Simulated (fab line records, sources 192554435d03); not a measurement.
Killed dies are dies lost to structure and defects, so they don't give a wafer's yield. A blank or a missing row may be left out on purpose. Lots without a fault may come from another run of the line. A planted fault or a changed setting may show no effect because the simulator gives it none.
fab line records | flow n5_finfet
record lots=9 wafers=26 last_day=20
route steps=1938 shown MOL_CONTACT_COAG@538 BEOL_M4@1111 PASSIVATION@1936
lots that met no fault: from a run of the same line without faults
start_h: hours from the record's first day to the start of the lot's first wafer shown | wait_h: hours since the lot's step before | " the same as in the row above | L1.1+2: a row that stands for several wafers | - no value, or no start given | * or withheld: withheld | < > ~ a bound
route shown NAME@n: a module of which the file shows steps, and the number in the route of the first | usual: mean/standard deviation of fault-free wafers | same: alike in all rows | chamber/n: place in a boat | sites: the reading at each site | _std_site: their standard deviation | _edge_site: outer sites' mean less inner sites' | radius_mm: how far each site lies from the wafer's centre | mask NAME#n: copy n | behind: the tool/chamber that last shaped the wafer | hold: why the lot was held/for how many hours/how that ended | device: the transistor (n, p or np) that didn't switch | end of line: the same wafers' tests at the end of the route | a step without rows: its recipe alone | killed: dies lost to structure and defects at the first sort, not the wafer's yield | map: a wafer's dies, x killed, . not, _ none there
set.NAME: the setting as run; set.NAME@STEP: as run at that earlier step | model.NAME: the simulator's own value behind a step, which no gauge read
steps of the route over a sample of lots; a table a step, a row a wafer
services: from which hour (start_h, from the record's first day; less than 0 if before it) a tool's chamber was out of use, for how many hours, and why
## steps
# step N5_MOL_CONTACT_COAG_ETCH_110
# recipe chemistry=CF4/O2 target=Si target_depth_a=25 time_s=8 pressure_mtorr=100 source_w=200 bias_w=12 ion_energy_ev=60 Ar_flow_sccm=100 cf4_flow_sccm=100 O2_flow_sccm=10
# usual bias_w=12.01/0.036 drypump_motor_current_A=5.6/0.49 oes_f_703_au=0.79/0.08 oes_product_au=0.80/0.091 rf_vpp_V=127.7/2.7 showerhead_plenum_p_Torr=2.21/0.055 throttle_valve_pct=10.7/0.3
# columns lot.wafer tool chamber start_h wait_h bias_w drypump_motor_current_A oes_f_703_au oes_product_au rf_hours_counter_h rf_vpp_V showerhead_plenum_p_Torr throttle_valve_pct
L657.2 rie_diel-05 2 88.15 0.0 11.94 6.1 0.69 0.68 230 126.4 2.28 10.9
L657.4 " 0 " " 12.05 5.6 0.75 0.73 195 125.0 2.21 10.9
L657.6 " 0 " " 12.01 5.6 0.75 0.74 - 125.7 2.21 10.9
L661.1 rie_diel-05 1 113.28 0.0 11.93 5.8 0.74 0.72 191 128.9 2.12 11.0
L661.2 " 2 " " 11.97 6.1 0.68 0.67 237 127.5 2.28 10.9
L661.6 " 0 " " 12.03 5.7 0.74 0.72 - 124.5 2.21 10.9
L663.1 rie_diel-06 3 123.89 0.0 12.08 5.6 0.71 0.70 214 124.0 2.20 10.9
L663.3 " 2 " " 12.04 4.6 0.82 0.84 67 132.8 2.25 10.7
L663.4 " 0 " " 12.00 5.5 0.81 0.85 - 129.0 2.28 10.4
L664.3 rie_diel-06 0 130.11 0.0 12.00 5.5 0.81 0.85 47 130.2 2.27 10.4
L664.5 " 1 " " 11.94 5.3 0.72 0.72 - 124.5 2.12 10.8
L664.6 " 0 " " 11.95 5.5 0.81 0.86 - 128.8 2.28 10.4
L671.1 rie_diel-06 3 171.46 0.0 12.07 5.6 0.70 0.69 232 124.1 2.19 11.0
L671.2 " 0 " " 12.00 5.5 0.79 0.83 63 128.7 2.27 10.5
L671.4 " 2 " " 12.04 4.6 0.80 0.82 - 129.8 2.24 10.8
L673.2 rie_diel-05 2 182.99 0.0 11.99 6.1 0.96 0.97 6 126.4 2.27 10.2
L673.4 " 3 " " 11.99 6.6 0.88 0.92 14 131.8 2.18 10.2
L673.5 " 0 " " 12.01 5.6 0.72 0.70 - 125.7 2.20 11.0
L675.1 rie_diel-01 2 197.48 0.0 12.02 5.4 0.82 0.81 58 125.8 2.16 10.6
L675.3 " 3 " " 12.00 6.0 0.77 0.78 113 129.2 2.25 11.0
L675.5 " 0 " " 12.06 5.8 0.95 0.93 - 125.3 2.27 10.3
L678.3 rie_diel-05 2 218.07 0.0 12.02 6.1 0.93 0.95 16 127.7 2.27 10.3
L678.6 " 0 " " 11.99 5.7 0.71 0.70 - 125.3 2.19 11.0
L679.1 rie_diel-06 1 222.89 0.0 11.97 5.3 0.70 0.70 223 122.0 2.11 10.9
L679.5 " 1 " " 12.00 5.3 0.69 0.70 - 125.3 2.11 10.9
L679.6 " 2 " " 12.00 4.6 0.78 0.81 - 131.8 2.24 10.9
# step N5_MOL_CONTACT_COAG_CO_FILL_22
# recipe material=Co target_thk_a=200 temp_c=200 precursor=CCTBA/H2 pressure_torr=30
# usual chamber_pressure_Torr=29.99/0.061 heater_power_w=239/23 susceptor_temp_C=200.00/0.15
# columns lot.wafer tool chamber start_h wait_h chamber_pressure_Torr heater_power_w since_wet_clean_h susceptor_temp_C
L657.2 cvd_co-02 1 90.78 0.2 30.08 279 1070 200.24
L657.4 " 1 " " 30.02 277 - 200.13
L657.6 " 0 " " 30.03 208 - 200.00
L661.1 cvd_co-01 2 116.02 0.1 29.95 260 417 200.03
L661.2 " 0 " " 29.96 212 876 200.25
L661.6 " 0 " " 29.97 216 - 200.06
L663.1 cvd_co-02 1 129.59 0.1 29.98 280 1108 199.91
L663.3 " 2 " " 30.07 227 212 200.14
L663.4 " 0 " " 30.08 206 - 200.01
L664.3 cvd_co-01 2 133.11 0.4 29.99 265 - 199.93
L664.5 " 2 " " 29.98 257 - 200.35
L664.6 " 0 " " 30.05 221 - 200.24
L671.1 cvd_co-01 0 173.12 0.1 29.93 214 933 199.99
L671.2 " 1 " " 29.97 244 37 200.07
L671.4 " 0 " " 30.02 217 - 199.92
L673.2 cvd_co-01 0 185.23 0.1 29.99 218 945 200.07
L673.4 " 2 " " 29.93 255 - 200.13
L673.5 " 0 " " 30.04 222 - 200.06
L675.1 cvd_co-01 1 201.06 0.1 30.15 249 65 199.83
L675.3 " 2 " " 29.98 256 502 199.84
L675.5 " 0 " " 29.89 224 - 200.25
L678.3 cvd_co-01 2 219.74 0.1 30.12 265 521 199.88
L678.6 " 2 " " 30.03 262 - 199.87
L679.1 cvd_co-01 2 224.48 0.1 30.02 251 525 200.13
L679.5 " 0 " " 29.95 217 - 199.84
L679.6 " 1 " " 29.98 243 - 199.91
# step N5_MOL_CONTACT_COAG_ALD_27
# recipe material=SiOC target_thk_a=170 temp_c=400 ald_precursor_family=carbosiloxane ald_co_reactant=H2-plasma pulse_time_s=1.5 time_s=2720 purge_time_s=2 co_reactant_purge_time_s=2 ald_cycles=340 pressure_torr=2
# usual ald_cycles=340/0 chamber_pressure_Torr=2.000/0.0035 heater_power_w=819/89 precursor_pulse_height_rel=1.002/0.022 susceptor_temp_C=400.01/0.22
# same co_reactant_purge_time_s=2
# columns lot.wafer tool chamber start_h wait_h ald_cycles chamber_pressure_Torr heater_power_w precursor_pulse_height_rel since_wet_clean_h susceptor_temp_C
L657.2 ald_sin-03 0 94.97 1.2 340 2.003 778 0.993 193 400.14
L657.4 " 2 " " 340 1.995 831 1.002 193 400.02
L657.6 " 3 " " 340 2.003 947 0.984 - 400.05
L661.1 ald_sin-02 0 122.14 0.0 340 1.999 779 0.968 23 399.83
L661.2 " 2 " " 340 2.002 670 1.032 23 400.20
L661.6 " 3 " " 340 2.003 788 0.998 - 399.72
L663.1 ald_sin-02 0 132.69 0.3 340 2.000 814 1.001 34 399.58
L663.3 " 1 " " 340 1.996 918 1.016 34 399.86
L663.4 " 2 " " 340 2.001 674 0.972 34 399.81
L664.3 ald_sin-01 2 137.64 0.2 340 1.994 732 1.025 130 399.63
L664.5 " 2 " " 340 2.000 734 1.004 - 400.02
L664.6 " 1 " " 340 1.999 717 1.032 - 399.85
L671.1 ald_sin-01 0 178.10 0.0 340 1.998 760 0.972 171 399.89
L671.2 " 2 " " 340 2.009 739 0.980 171 399.92
L671.4 " 1 " " 340 1.997 722 1.016 171 399.99
L673.2 ald_sin-03 2 190.41 0.9 340 2.004 829 0.988 289 400.03
L673.4 " 1 " " 340 1.999 878 1.034 289 399.77
L673.5 " 0 " " 340 1.999 807 1.012 - 399.87
L675.1 ald_sin-01 2 205.07 0.0 340 1.994 751 1.023 198 399.87
L675.3 " 0 " " 340 2.001 766 1.018 198 399.62
L675.5 " 2 " " 340 2.002 749 0.992 - 400.25
L678.3 ald_sin-02 0 222.85 0.0 340 2.005 790 1.031 124 400.00
L678.6 " 3 " " 340 2.000 792 1.023 - 399.62
L679.1 ald_sin-01 3 227.37 0.0 340 1.997 1022 1.035 220 400.15
L679.5 " 0 " " 340 1.996 788 0.962 - 399.99
L679.6 " 1 " " 340 2.002 721 1.008 - 400.07
# step N5_MOL_CONTACT_COAG_ALD_123
# recipe material=SiNx target_thk_a=50 temp_c=400 ald_precursor_family=SiH2I2 ald_co_reactant=N2/H2-plasma pulse_time_s=1 purge_time_s=2 co_reactant_purge_time_s=2 ald_cycles=100 pressure_torr=2
# usual ald_cycles=100/0 chamber_pressure_Torr=1.999/0.0044 heater_power_w=812/99 precursor_pulse_height_rel=1.001/0.019 susceptor_temp_C=400.03/0.23
# same co_reactant_purge_time_s=2
# columns lot.wafer tool chamber start_h wait_h ald_cycles chamber_pressure_Torr heater_power_w precursor_pulse_height_rel since_wet_clean_h susceptor_temp_C
L657.2 ald_sin-01 2 97.52 0.7 100 2.005 738 0.998 90 399.61
L657.4 " 3 " " 100 1.999 1023 1.003 - 400.16
L657.6 " 0 " " 100 2.002 780 0.980 - 399.98
L661.1 ald_sin-01 1 124.04 0.0 100 1.999 698 0.977 116 400.27
L661.2 " 3 " " 100 2.001 1011 1.032 116 399.56
L661.6 " 2 " " 100 2.006 731 1.029 - 400.06
L663.1 ald_sin-01 1 134.60 0.0 187 1.999 730 0.960 127 399.86
L663.3 " 0 " " 187 1.997 788 1.076 127 399.74
L663.4 " 2 " " 100 2.004 727 1.021 127 400.31
L664.3 ald_sin-01 1 139.54 0.0 187 2.009 696 1.016 132 399.94
L664.5 " 3 " " 187 1.997 1018 0.983 - 400.32
L664.6 " 0 " " 100 1.998 783 1.010 - 400.01
L671.1 ald_sin-02 3 181.07 1.1 100 2.002 798 0.980 82 400.09
L671.2 " 1 " " 100 1.991 924 1.018 82 400.36
L671.4 " 0 " " 100 2.005 809 1.042 82 399.50
L673.2 ald_sin-02 3 192.31 0.0 100 1.995 815 0.996 93 399.63
L673.4 " 2 " " 100 2.006 659 1.038 93 399.60
L673.5 " 1 " " 100 1.993 911 0.983 - 400.24
L675.1 ald_sin-01 0 206.97 0.0 100 1.989 790 0.992 199 399.93
L675.3 " 1 " " 100 2.002 706 0.999 199 399.96
L675.5 " 0 " " 100 1.994 783 0.999 - 400.25
L678.3 ald_sin-01 2 224.89 0.2 100 1.992 742 1.002 217 400.25
L678.6 " 2 " " 100 1.995 727 0.977 - 400.20
L679.1 ald_sin-02 3 229.27 0.0 100 2.006 801 0.984 130 400.01
L679.5 " 3 " " 100 2.004 805 1.002 - 399.55
L679.6 " 2 " " 100 1.997 674 1.004 - 400.02
# step N5_BEOL_M4_RC_MEAS_101
# usual DIBL_N=36.3/1.7 DIBL_P=36.5/2.1 IOFF_N=0.16/0.03 IOFF_P=0.22/0.035 ION_N=675/11 ION_P=465/7.1 SS_N=71.5/0.62 SS_P=73.3/0.64 VT_N=250/3.1 VT_P=-249.1/3
# columns lot.wafer tool chamber start_h wait_h DIBL_N[mV/V] DIBL_P[mV/V] IOFF_N[nA/um] IOFF_P[nA/um] ION_N[uA/um] ION_P[uA/um] SS_N[mV/dec] SS_P[mV/dec] VT_N[mV] VT_P[mV]
L657.2 prober-01 0 170.56 0.8 37.8 38.9 0.19 0.26 682 470 72.1 73.8 246 -245.8
L657.4 " 0 " " 37.7 38.4 0.19 0.27 686 473 72.0 73.4 248 -246.1
L657.6 " 0 " " 35.5 36.7 0.15 0.23 675 469 71.0 72.5 252 -248.8
L661.1 prober-01 0 190.15 0.0 39.5 41.8 0.24 0.32 675 469 72.6 74.9 248 -246.1
L661.2 " 0 " " 37.1 38.5 0.20 0.26 680 472 72.6 73.7 246 -246.7
L661.6 " 0 " " 38.1 40.9 0.21 0.29 696 476 72.8 74.0 245 -245.6
L663.4 prober-02 0 200.54 0.5 34.7 34.7 0.13 0.20 672 466 69.8 72.4 253 -250.2
L664.6 prober-02 0 202.51 0.8 37.0 34.8 0.15 0.20 662 460 71.9 72.6 251 -250.5
L671.1 prober-01 0 297.93 0.0 33.6 33.2 0.13 0.18 654 452 71.5 73.0 251 -250.5
L671.2 " 0 " " 38.5 38.7 0.22 0.27 687 469 72.2 73.7 245 -247.3
L671.4 " 0 " " 33.4 33.4 0.12 0.18 657 458 71.7 73.0 253 -251.6
L679.1 prober-02 0 312.24 0.0 36.3 37.6 0.16 0.22 682 468 71.6 73.7 251 -250.8
L679.5 " 0 " " 38.9 40.8 0.22 0.28 684 473 72.1 74.7 246 -246.8
L679.6 " 0 " " 38.1 39.7 0.20 0.26 709 484 71.6 74.1 245 -246.6
L673.2 prober-02 0 325.00 0.2 32.9 34.5 0.14 0.19 678 462 71.1 73.4 249 -251.0
L673.4 " 0 " " 33.7 35.4 0.14 0.20 661 459 71.2 72.9 249 -253.3
L673.5 " 0 " " 33.4 34.9 0.14 0.19 660 459 70.5 73.0 252 -251.4
L678.3 prober-01 0 327.50 0.3 36.0 35.6 0.14 0.19 664 456 71.3 72.3 251 -252.3
L678.6 " 0 " " 37.3 36.9 0.16 0.21 685 462 71.8 73.2 250 -249.8
L675.1 prober-02 0 330.25 0.0 37.5 38.0 0.18 0.28 662 460 71.3 73.8 248 -245.2
L675.3 " 0 " " 37.8 36.8 0.17 0.24 678 466 72.0 73.4 251 -246.1
L675.5 " 0 " " 39.2 38.9 0.20 0.26 672 456 72.5 73.3 247 -245.9
# step N5_PASSIVATION_PROBE_49
# usual defect_limited_yield=91.2/1.4 killed_at_M0_to_M3=36/10 killed_at_M4_up=13/5.1 killed_at_contacts=12/5.4 killed_at_front_end=39/11 killed_at_other=3.5/2.4 killed_dies=104/17 killed_on_rim=14/3.8 killed_open=67/13 killed_short=36/8.3 sort_bin_5_function=5.2/0.98 sort_bin_6_memory=3.3/0.68 sort_n_pass=1076/17 sort_yield_pct=91.2/1.4
# same gross_dies=1180 killed_at_back_side=0 sort_bin_4_leakage[%]=0 sort_bin_8_speed[%]=0
# columns lot.wafer tool chamber start_h wait_h defect_limited_yield[%] killed_at_M0_to_M3 killed_at_M4_up killed_at_contacts killed_at_front_end killed_at_other killed_dies killed_on_rim killed_open killed_short sort_bin_5_function[%] sort_bin_6_memory[%] sort_n_pass sort_yield_pct[%]
L657.2 prober-01 - 259.84 0.1 91.3 33 12 22 31 5 103 7 70 32 5.4 3.1 1077 91.3
L657.4 prober-01 - 259.94 0.2 92.9 23 14 13 31 3 84 12 58 26 3.6 3.3 1096 92.9
L657.6 prober-01 - 260.04 0.3 91.7 40 9 12 34 3 98 14 67 31 4.3 3.5 1082 91.7
L661.1 prober-02 - 275.24 0.0 92.1 29 15 12 35 2 93 7 58 35 5.3 2.2 1087 92.1
L661.2 prober-02 - 275.29 0.1 93.3 10 7 20 39 3 79 15 50 29 4.0 2.3 1101 93.3
L661.6 prober-02 - 275.49 0.3 94.0 20 6 16 26 3 71 13 46 25 3.3 2.3 1109 94.0
L663.1 prober-01 - 283.69 0.0 0 34 16 1106 22 2 1180 152 52 26 98.1 1.7 0 0
L663.3 prober-01 - 283.79 0.1 0 43 12 1061 58 6 1180 152 76 49 95.1 4.5 0 0
L663.4 prober-01 - 283.84 0.2 92.5 27 12 9 31 10 89 9 49 40 4.7 2.7 1091 92.5
L664.3 prober-01 - 287.72 0.1 0 22 18 1089 48 3 1180 152 70 30 96.4 3.3 0 0
L664.5 prober-01 - 287.82 0.2 0 30 12 1092 41 5 1180 152 58 36 96.6 3.2 0 0
L664.6 prober-01 - 287.87 0.3 90.7 34 13 7 55 1 110 14 64 46 5.2 4.0 1070 90.7
L671.1 prober-01 - 422.01 0.0 90.8 38 13 10 40 8 109 10 78 30 5.2 3.7 1071 90.8
L671.2 prober-01 - 422.06 0.1 90.8 39 19 8 39 3 108 18 63 43 5.1 3.8 1072 90.8
L671.4 prober-01 - 422.16 0.2 90.0 37 6 14 57 4 118 11 87 28 6.1 3.6 1062 90.0
L679.1 prober-02 - 438.66 0.0 91.2 31 20 9 42 2 104 12 70 33 5.3 3.6 1076 91.2
L679.5 prober-02 - 438.86 0.2 93.2 19 13 12 29 7 80 6 48 31 3.6 2.5 1100 93.2
L679.6 prober-02 - 438.91 0.3 89.9 24 11 16 63 5 119 17 87 32 5.9 4.0 1061 89.9
L678.3 prober-01 - 450.90 0.1 89.9 52 16 11 40 0 119 19 81 38 5.8 3.9 1061 89.9
L678.6 prober-01 - 451.05 0.3 92.4 37 7 8 34 4 90 12 55 35 4.6 2.8 1090 92.4
# killed by level:class
L657.2 MOL_CONTACT_COAG:geometric_particle:open=19 BEOL_M1:geometric_particle:open=8 GATE_CUT:geometric_particle:short=7 BEOL_M4:geometric_particle:open=7 BEOL_M3:geometric_particle:open=6 STI_FIN_REVEAL:geometric_particle:open=5 BEOL_M2:geometric_particle:open=5 DUMMY_GATE:geometric_particle:open=4
L657.4 STI_FIN_REVEAL:geometric_particle:open=11 MOL_CONTACT_COAG:geometric_particle:open=9 BEOL_M3:geometric_particle:open=7 BEOL_M4:geometric_particle:open=7 GATE_CUT:geometric_particle:open=4 MOL_CONTACT_COAG:geometric_particle:short=4 BEOL_M1:geometric_particle:open=4 STI_FIN_REVEAL:geometric_particle:short=3
L657.6 BEOL_M0_SAQP:geometric_particle:open=15 STI_FIN_REVEAL:geometric_particle:open=11 FIN_SAQP:geometric_particle:short=8 MOL_CONTACT_COAG:geometric_particle:open=8 BEOL_M3:geometric_particle:open=8 BEOL_M0_SAQP:geometric_particle:short=7 BEOL_M2:geometric_particle:open=5 GATE_CUT:geometric_particle:open=4
L661.1 BEOL_M4:geometric_particle:open=12 MOL_CONTACT_COAG:geometric_particle:open=11 FIN_SAQP:geometric_particle:short=10 BEOL_M0_SAQP:geometric_particle:open=6 BEOL_M1:geometric_particle:open=6 ILD0:geometric_particle:short=5 BEOL_M0_SAQP:geometric_particle:short=5 STI_FIN_REVEAL:geometric_particle:open=4
L661.2 MOL_CONTACT_COAG:geometric_particle:open=16 DUMMY_GATE:geometric_particle:open=8 FIN_SAQP:geometric_particle:short=6 GATE_CUT:geometric_particle:short=5 FIN_SAQP:geometric_particle:open=4 STI_FIN_REVEAL:geometric_particle:open=4 MOL_CONTACT_COAG:geometric_particle:short=4 BEOL_M5:geometric_particle:open=4
L661.6 MOL_CONTACT_COAG:geometric_particle:open=14 FIN_SAQP:geometric_particle:open=6 BEOL_M0_SAQP:geometric_particle:short=6 STI_FIN_REVEAL:geometric_particle:open=5 BEOL_M3:geometric_particle:open=5 FIN_SAQP:geometric_particle:short=4 BEOL_M0_SAQP:geometric_particle:open=4 BEOL_M7:geometric_particle:open=3
L663.1 MOL_CONTACT_COAG:area_etch=1101 BEOL_M4:geometric_particle:open=12 BEOL_M0_SAQP:geometric_particle:short=10 FIN_SAQP:geometric_particle:open=7 BEOL_M0_SAQP:geometric_particle:open=7 BEOL_M0:geometric_particle:open=5 BEOL_M1:geometric_particle:open=5 MOL_CONTACT_COAG:geometric_particle:open=4
L663.3 MOL_CONTACT_COAG:area_etch=1055 FIN_SAQP:geometric_particle:short=17 FIN_SAQP:geometric_particle:open=13 BEOL_M0_SAQP:geometric_particle:short=11 STI_FIN_REVEAL:geometric_particle:open=10 BEOL_M3:geometric_particle:open=9 BEOL_M0_SAQP:geometric_particle:open=9 BEOL_M3:geometric_particle:short=5
L663.4 STI_FIN_REVEAL:geometric_particle:open=10 BEOL_M0_SAQP:geometric_particle:short=10 MOL_CONTACT_COAG:geometric_particle:open=6 FIN_SAQP:geometric_particle:short=5 GATE_CUT:geometric_particle:short=5 BEOL_M0_SAQP:geometric_particle:open=4 BEOL_M4:geometric_particle:open=4 BEOL_M2:geometric_particle:open=4
L664.3 MOL_CONTACT_COAG:area_etch=1080 STI_FIN_REVEAL:geometric_particle:open=13 MOL_CONTACT_COAG:geometric_particle:open=8 DUMMY_GATE:geometric_particle:open=7 BEOL_M1:geometric_particle:open=7 FIN_SAQP:geometric_particle:short=6 GATE_CUT:geometric_particle:short=6 BEOL_M4:geometric_particle:open=6
L664.5 MOL_CONTACT_COAG:area_etch=1086 STI_FIN_REVEAL:geometric_particle:open=13 FIN_SAQP:geometric_particle:short=8 BEOL_M1:geometric_particle:open=8 BEOL_M0_SAQP:geometric_particle:short=6 BEOL_M5:geometric_particle:open=5 GATE_CUT:geometric_particle:open=5 MOL_CONTACT_COAG:geometric_particle:open=5
L664.6 STI_FIN_REVEAL:geometric_particle:open=15 FIN_SAQP:geometric_particle:short=14 BEOL_M0_SAQP:geometric_particle:short=9 BEOL_M0_SAQP:geometric_particle:open=9 FIN_SAQP:geometric_particle:open=8 STI_FIN_REVEAL:geometric_particle:short=8 MOL_CONTACT_COAG:geometric_particle:open=6 BEOL_M4:geometric_particle:open=5
L671.1 STI_FIN_REVEAL:geometric_particle:open=14 BEOL_M0_SAQP:geometric_particle:open=11 MOL_CONTACT_COAG:geometric_particle:open=8 BEOL_M2:geometric_particle:open=8 BEOL_M3:geometric_particle:open=8 BEOL_M0_SAQP:geometric_particle:short=7 BEOL_M4:geometric_particle:open=6 GATE_CUT:geometric_particle:short=5
L671.2 BEOL_M0_SAQP:geometric_particle:short=16 STI_FIN_REVEAL:geometric_particle:open=12 BEOL_M0_SAQP:geometric_particle:open=10 FIN_SAQP:geometric_particle:open=8 BEOL_M4:geometric_particle:short=7 MOL_CONTACT_COAG:geometric_particle:open=6 BEOL_M4:geometric_particle:open=5 DUMMY_GATE:geometric_particle:open=4
L671.4 FIN_SAQP:geometric_particle:open=23 STI_FIN_REVEAL:geometric_particle:open=13 MOL_CONTACT_COAG:geometric_particle:open=11 BEOL_M0_SAQP:geometric_particle:open=9 BEOL_M3:geometric_particle:open=7 BEOL_M1:geometric_particle:open=6 BEOL_M0_SAQP:geometric_particle:short=6 FIN_SAQP:geometric_particle:short=4
L679.1 STI_FIN_REVEAL:geometric_particle:open=10 FIN_SAQP:geometric_particle:open=9 FIN_SAQP:geometric_particle:short=8 BEOL_M4:geometric_particle:open=8 MOL_CONTACT_COAG:geometric_particle:open=7 BEOL_M2:geometric_particle:open=7 BEOL_M0_SAQP:geometric_particle:open=5 BEOL_M0:geometric_particle:open=4
L679.5 STI_FIN_REVEAL:geometric_particle:open=10 MOL_CONTACT_COAG:geometric_particle:open=10 BEOL_M0_SAQP:geometric_particle:short=6 FIN_SAQP:geometric_particle:open=5 BEOL_M4:geometric_particle:open=5 PAD_METAL:geometric_particle:short=5 DUMMY_GATE:geometric_particle:open=3 BEOL_M0_SAQP:geometric_particle:open=3
L679.6 STI_FIN_REVEAL:geometric_particle:open=41 MOL_CONTACT_COAG:geometric_particle:open=13 BEOL_M4:geometric_particle:open=9 STI_FIN_REVEAL:geometric_particle:short=8 BEOL_M0_SAQP:geometric_particle:open=6 BEOL_M0_SAQP:geometric_particle:short=6 BEOL_M2:geometric_particle:open=4 MIM_TOP:geometric_particle:short=4
L678.3 FIN_SAQP:geometric_particle:open=15 BEOL_M0_SAQP:geometric_particle:short=14 BEOL_M0_SAQP:geometric_particle:open=14 BEOL_M2:geometric_particle:open=10 DUMMY_GATE:geometric_particle:open=9 MOL_CONTACT_COAG:geometric_particle:open=9 BEOL_M4:geometric_particle:open=6 BEOL_M1:geometric_particle:open=4
L678.6 BEOL_M1:geometric_particle:open=10 FIN_SAQP:geometric_particle:open=9 GATE_CUT:geometric_particle:short=8 BEOL_M0_SAQP:geometric_particle:open=8 FIN_SAQP:geometric_particle:short=5 BEOL_M0_SAQP:geometric_particle:short=5 BEOL_M3:geometric_particle:open=5 BEOL_M4:geometric_particle:open=5
## services
# columns tool chamber start_h hours kind
rie_diel-05 0 65.41 2.3 repair
ald_sin-01 3 68.49 8.4 repair
rie_diel-05 2 83.44 2.5 repair
ald_sin-02 - 85.31 14.0 pm
ald_sin-02 0 85.31 14.0 vent_cycle
ald_sin-02 1 85.31 14.0 vent_cycle
ald_sin-02 2 85.31 14.0 vent_cycle
ald_sin-02 3 85.31 14.0 vent_cycle
rie_diel-05 - 106.30 2.8 pm
cvd_co-01 1 114.67 - clean
cvd_co-01 1 114.67 22.0 scheduled_down
cvd_co-01 1 114.67 22.0 vent_cycle
ald_sin-01 1 121.31 1.8 repair
rie_diel-06 1 121.89 3.9 repair
cvd_co-01 1 145.02 10.6 repair
ald_sin-01 3 153.29 4.2 repair
ald_sin-03 3 154.82 1.4 repair
rie_diel-06 1 168.38 3.6 repair
ald_sin-01 0 171.95 2.6 repair
cvd_co-02 - 173.97 5.8 repair
ald_sin-03 3 202.14 5.8 repair
ald_sin-03 0 220.81 3.3 repair
cvd_co-02 - 222.66 6.0 pm
ald_sin-02 0 227.88 15.1 repair
## key
first_sign step=N5_MOL_CONTACT_COAG_ALD_123 reading=ald_cycles direction=up sigmas=99+ usual=* struck=*
effect step=N5_PASSIVATION_PROBE_49 reading=killed_at_contacts direction=up sigmas=99+ usual=12 struck=1087
more_kills_born_at N5_MOL_CONTACT_COAG_ETCH_48@rie_diel-05=4322
met_at N5_MOL_CONTACT_COAG_ALD_123
struck_lots L663,L664
struck_wafers L663.1,L663.3,L664.3,L664.5
later_rows_left_out L663.1,L663.3,L664.3,L664.5
not_acting_at N5_MOL_CONTACT_COAG_ETCH_110,N5_MOL_CONTACT_COAG_CO_FILL_22,N5_MOL_CONTACT_COAG_ALD_27
onset_between 124.04 134.60
fault kind=process_parameter_drift tool=ald_sin-01 chamber=- onset_h=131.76 steps=N5_MOL_CONTACT_COAG_ALD_123 channel=ald_cycles offset=* shape=step end_h=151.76 scope=struck_wafers_only acts_in=* stated=*
# later_rows_left_out: the simulator's readings of these wafers behind a module that went badly wrong aren't trusted and aren't shown, but for the sort
